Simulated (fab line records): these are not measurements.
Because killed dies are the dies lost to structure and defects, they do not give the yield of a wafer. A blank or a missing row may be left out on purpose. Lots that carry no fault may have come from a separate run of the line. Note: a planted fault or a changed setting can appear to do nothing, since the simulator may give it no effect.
Chamber matching + flow n5Finfet + rieDiel-06 running N5_BEOL_M5_ETCH_62: 4 sister chambers
The step etches SOC in N2/H2, target depth 75 nm, overetch 15 nm, time 112.5 s. 4 wafers are shown with their chamber, then 8 later ones without.

## WAFERS PAIRED WITH THEIR CHAMBERS
| wafer  | chamber | drypumpMotorCurrentA (A) |
|--------|---------|--------------------------|
| L086.4 | 1       | 5.97                     |
| L085.1 | 3       | 5.09                     |
| L085.6 | 0       | 5.48                     |
| L088.1 | 2       | 5.97                     |

## WAFERS MISSING THEIR CHAMBER
| wafer  | drypumpMotorCurrentA (A) |
|--------|--------------------------|
| L088.2 | 5.47                     |
| L088.5 | 5.47                     |
| L092.1 | 5.98                     |
| L092.3 | 5.05                     |
| L092.5 | 5.98                     |
| L097.2 | 5.49                     |
| L097.4 | 5.46                     |
| L097.6 | 5.99                     |

## CHAMBER TAKEN BY EACH
| wafer  | from the rows above     | in truth |
|--------|-------------------------|----------|
| L088.2 | 0                       | 0        |
| L088.5 | 0                       | 0        |
| L092.1 | can't be placed: 1 or 2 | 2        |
| L092.3 | 3                       | 3        |
| L092.5 | can't be placed: 1 or 2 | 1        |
| L097.2 | 0                       | 0        |
| L097.4 | 0                       | 0        |
| L097.6 | can't be placed: 1 or 2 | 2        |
Correct placement for 5 of the 8. Can't be placed from these rows: 3 (the true chamber is among the candidates in 3). Wrongly placed: 0.
How it was worked out, from the rows above alone: a wafer's distance from a chamber is the root of the sum, over the readings, of the square of ((its reading less the chamber's mean) divided by the reading's scatter). If the next closest chamber is less than 2 further off than the closest, the wafer can't be placed; otherwise it belongs to the closest. The mean given for a chamber averages the wafers shown for that chamber. The scatter: with one shown wafer a chamber, the root of the mean of the squares of how far each hidden wafer lies from its nearest shown one.
